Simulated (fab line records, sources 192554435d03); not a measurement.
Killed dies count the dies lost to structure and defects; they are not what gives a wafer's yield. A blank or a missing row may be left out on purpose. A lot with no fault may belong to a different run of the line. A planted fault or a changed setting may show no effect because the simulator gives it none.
Matching of chambers	flow n5-finfet	N5_BEOL_M8_DEP_56 on pecvd-04: 3 sister chambers
The step deposits SiCN from 3MS/NH3, target thk 10 nm, time 17.5 s. 3 wafers are shown with their chamber, then 7 later ones without.

== WAFERS WITH THEIR CHAMBER ==
wafer	chamber	throttle-valve-pct (%)
L082.6	0	8.9
L085.2	1	9.1
L085.3	2	8.2

== WAFERS MISSING THEIR CHAMBER ==
wafer	throttle-valve-pct (%)
L085.4	9.2
L097.1	8.1
L097.2	9.2
L097.5	9.3
L095.1	9.1
L095.2	9.5
L095.4	9.2

== CHAMBER TAKEN BY EACH ==
wafer	from the rows above	in truth
L085.4	can't be placed: 1 or 0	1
L097.1	2	2
L097.2	can't be placed: 1 or 0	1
L097.5	can't be placed: 1 or 0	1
L095.1	can't be placed: 1 or 0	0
L095.2	can't be placed: 1 or 0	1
L095.4	can't be placed: 1 or 0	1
Correct placement for 1 of the 7. These rows do not allow placing 6 (true chamber among the candidates in 6). Wrongly placed: 0.
How it was worked out, from the rows above alone: a wafer's distance from a chamber is the root of the sum, over the readings, of the square of ((its reading less the chamber's mean) divided by the reading's scatter). If the next closest chamber is less than 2 further off than the closest, the wafer can't be placed; otherwise it belongs to the closest. The mean given for a chamber averages the wafers shown for that chamber. The scatter (one wafer shown for each chamber): square how far every hidden wafer sits from the nearest shown wafer, average those squares and take the square root.
